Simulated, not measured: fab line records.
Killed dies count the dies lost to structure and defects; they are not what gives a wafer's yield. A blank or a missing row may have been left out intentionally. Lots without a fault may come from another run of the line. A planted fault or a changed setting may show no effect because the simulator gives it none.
Comparing a struck lot with a sound one / flow n5-finfet / 39 steps out of a route of 1938
Sound: these wafers, L582.3, L582.4, L582.6. Wafers L587.3, L587.4, L587.5 were the ones struck. Last of all comes the cause.
Order at every step that has rows: each side's tool, ch and its chambers, its first start. Under that, the readings that differ: sound wafers / struck wafers / difference of the means / sigmas: that difference in standard deviations of wafers without a fault.
alike: a reading whose means differ by less than 2 such deviations, as well as words and numbers matching on both sides. not compared: withheld readings; readings where some wafer has no value; bounds like >300 that might hide an equal value; numbers whose values overlap and for which the record gives no deviation.
Wherever a step has rows on one side only, a row that says differs or no value, or a row with sigmas, the two part there. When numbers do not overlap yet have no deviation, they are printed without sigmas and do not part them. A reading missing from all wafers of one side parts the sides only when that side holds two or more wafers.

first, 11 steps without rows for these wafers: N5_HKMG_FIN_DESCUM_53 (chemistry O2, time 7.9 s); N5_HKMG_FIN_ETCH_54 (etches SiARC in CF4, target depth 45.5 nm, time 75.8 s); N5_HKMG_FIN_ETCH_55 (etches SOC in N2/H2, target depth 240 nm, time 300 s); N5_HKMG_FIN_STRIP_56 (strips in N2/H2); N5_HKMG_FIN_STRIP_57 (strips in CF4); N5_HKMG_FIN_ETCH_58 (etches SOC in N2/H2, target depth 215.8 nm, time 741 s); N5_HKMG_FIN_STRIP_93 (strips SOC in N2/H2, time 20 s); N5_HKMG_FIN_WET_ETCH_76 (etches Al2O3 in dNH4OH, stops on La2O3, target depth 2.25 nm, rinse time 30 s); N5_HKMG_FIN_STRIP_60 (strips in N2/H2, time 360 s); N5_HKMG_FIN_WET_ETCH_77 (etches La2O3 in dHCl, stops on HfO2, target depth 2 nm); N5_HKMG_FIN_WET_ETCH_78 (etches Al2O3 in dNH4OH, stops on La2O3, target depth 4.5 nm, rinse time 30 s).
N5_HKMG_FIN_ALD_79: deposits TiN, target thk 1.5 nm, pulse time 1 s, purge time 3 s.
  sound on ald-metal-04 ch 1,2, day 7 13:38; struck on ald-metal-02 ch 0,3, day 8 20:44
  no value came back on the struck wafers for any of 5 readings (ald-cycles, chamber-pressure-Torr (Torr) and others); on the sound wafers ald-cycles reads 68 68 68
then, 25 steps without rows for these wafers: N5_HKMG_FIN_CVD_62 (deposits a-Si from Si2H6, target thk 3 nm, time 20.8 s); N5_HKMG_FIN_RTA_80 (time 2 s); N5_HKMG_FIN_PRECLEAN_64 (cleans in dHF, time 30 s); N5_HKMG_FIN_WET_ETCH_65 (etches a-Si in TMAH, stops on TiN, time 49 s, target depth 3 nm); N5_HKMG_FIN_WET_ETCH_81 (etches TiN in SC1, stops on HfO2, time 57 s, target depth 6 nm); N5_HKMG_FIN_WET_ETCH_82 (etches La2O3 in dHCl, stops on HfO2, target depth 2 nm, rinse time 30 s); N5_HKMG_FIN_ALD_36 (deposits TiN, target thk 1 nm, pulse time 1 s, purge time 3 s); N5_HKMG_FIN_PWFM_ALD_03 (deposits TiN, target thk 2 nm, pulse time 1 s, purge time 3 s); N5_HKMG_FIN_COAT_29 (time 60 s, resist thk 300 nm); N5_HKMG_FIN_COAT_30 (time 60 s, resist thk 35 nm); N5_HKMG_FIN_COAT_06 (resist thk 90 nm); N5_HKMG_FIN_EBR_08; N5_HKMG_FIN_SOFTBAKE_07 (time 60 s); N5_HKMG_FIN_EXPOSE_09 (exposes mask NWFM); N5_HKMG_FIN_PEB_10 (peb time 60 s); N5_HKMG_FIN_DEVELOP_11 (develop time 30 s); N5_HKMG_FIN_DESCUM_17 (chemistry O2, time 7.9 s); N5_HKMG_FIN_ETCH_31 (etches SiARC in CF4, target depth 45.5 nm, time 75.8 s); N5_HKMG_FIN_ETCH_32 (etches SOC in N2/H2, target depth 240 nm, time 300 s); N5_HKMG_FIN_STRIP_33 (strips in N2/H2); N5_HKMG_FIN_STRIP_34 (strips in CF4); N5_HKMG_FIN_ETCH_35 (etches SOC in N2/H2, target depth 215.8 nm, time 243.4 s); N5_HKMG_FIN_STRIP_92 (strips SOC in N2/H2, time 20 s); N5_HKMG_FIN_WET_ETCH_18 (etches TiN in SC1, time 55 s, target depth 5.2 nm, rinse time 30 s); N5_HKMG_FIN_STRIP_19 (strips in N2/H2, time 360 s).
-- the record jumps here: 4 days lie between the struck wafers' starts before and after (it left off in module HKMG_FIN and takes up again in module BEOL_M4, whose first step shown is number 1111 of the route) --
N5_BEOL_M4_RC_MEAS_101:
  sound on prober-01 ch 0, day 12 17:08; struck on prober-02 ch 0, day 13 01:14
reading=EOT_N; sound=10.58 10.69 10.53; struck=9.89 9.94 10.10; difference=-0.62; sigmas=-6
reading=EOT_P; sound=10.52 10.59 10.58; struck=9.95 9.97 9.97; difference=-0.60; sigmas=-6
reading=IGATE_N (nA/um); sound=0.0131 0.0116 0.0126; struck=0.0700 0.0631 0.0567; difference=+0.0508; sigmas=+27
reading=IGATE_P (nA/um); sound=0.0039 0.0034 0.0037; struck=0.0218 0.0196 0.0177; difference=+0.0160; sigmas=+27
reading=IOFF_N (nA/um); sound=0.20 0.15 0.20; struck=0.05 0.06 0.07; difference=-0.12; sigmas=-3
reading=IOFF_N_LIN (nA/um); sound=0.082 0.071 0.078; struck=0.024 0.025 0.029; difference=-0.051; sigmas=-3
reading=IOFF_N_LONG (nA/um); sound=5.34e-05 5.29e-05 5.35e-05; struck=3.17e-05 3.1e-05 3.12e-05; difference=-2.20e-05; sigmas=-9
reading=IOFF_P (nA/um); sound=0.25 0.22 0.25; struck=0.01 0.01 0.01; difference=-0.23; sigmas=-4
reading=IOFF_P_85C (nA/um); sound=4.1 3.7 4.1; struck=0.2 0.2 0.3; difference=-3.7; sigmas=-5
reading=IOFF_P_LIN (nA/um); sound=0.109 0.104 0.108; struck=0.004 0.004 0.004; difference=-0.103; sigmas=-6
reading=IOFF_P_LONG (nA/um); sound=0.000101 0.000104 0.000105; struck=4.9e-05 4.6e-05 4.4e-05; difference=-5.7e-05; sigmas=-6
reading=ION_N (uA/um); sound=667 680 664; struck=609 595 601; difference=-69; sigmas=-5
reading=ION_P (uA/um); sound=458 468 449; struck=307 299 300; difference=-156; sigmas=-17
reading=SS_P (mV/dec); sound=74.2 72.6 74.2; struck=77.5 77.7 78.5; difference=+4.2; sigmas=+4
reading=VT_N (mV); sound=248 248 250; struck=288 289 283; difference=+38; sigmas=+10
reading=VT_N_LONG (mV); sound=273.4 275.6 278.1; struck=310.8 316.2 311.2; difference=+37.0; sigmas=+18
reading=VT_N_LVT (mV); sound=95 96 98; struck=135 136 133; difference=+38; sigmas=+10
reading=VT_P (mV); sound=-251 -246 -249; struck=-352 -353 -354; difference=-104; sigmas=-27
reading=VT_P_LONG (mV); sound=-277 -276 -274; struck=-378 -379 -381; difference=-104; sigmas=-28
reading=VT_P_LVT (mV); sound=-97 -97 -97; struck=-206 -203 -201; difference=-106; sigmas=-29
  alike: DIBL_N, DIBL_P, SS_N
-- record jumps: 4 days separate the struck wafers' starts on either side; left off in module BEOL_M4, taken up again in module PASSIVATION, whose first shown step is the route's number 1936 --
N5_PASSIVATION_PROBE_49:
  sound: prober-01 at day 17 02:46; struck: prober-02 at day 17 03:06
reading=defect-limited-yield (%); sound=88.1 89.6; struck=61.7 61.9 61.1; difference=-27.3; sigmas=-21
reading=killed-at-front-end; sound=48 55; struck=377 409 404; difference=+345; sigmas=+36
reading=killed-dies; sound=141 123; struck=452 450 459; difference=+322; sigmas=+21
reading=killed-on-rim; sound=29 22; struck=119 14 122; difference=+60; sigmas=+14
reading=killed-open; sound=98 81; struck=68 51 51; difference=-33; sigmas=-3
reading=killed-short; sound=41 42; struck=21 25 25; difference=-18; sigmas=-3
reading=sort_bin_5_function (%); sound=6.8 6.5; struck=35.3 35.5 36.1; difference=+29.0; sigmas=+33
reading=sort_bin_6_memory (%); sound=4.7 3.4; struck=2.5 2.5 2.8; difference=-1.4; sigmas=-2
reading=sort_bin_8_speed (%); sound=0 0; struck=61.69 61.86 61.10; difference=+61.55; sigmas=+99 or more
reading=sort-n-pass; sound=1039 1057; struck=0 0 0; difference=-1048; sigmas=-66
reading=sort-yield-pct (%); sound=88.1 89.6; struck=0 0 0; difference=-89; sigmas=-63
  alike: killed_at_M0_to_M3, killed_at_M4_up, killed-at-contacts, killed-at-other, sort_bin_4_leakage

WHERE THEY PART
At N5_HKMG_FIN_ALD_79 first; at N5_PASSIVATION_PROBE_49 last (within this record only).

WHY: what had been put in by the simulator
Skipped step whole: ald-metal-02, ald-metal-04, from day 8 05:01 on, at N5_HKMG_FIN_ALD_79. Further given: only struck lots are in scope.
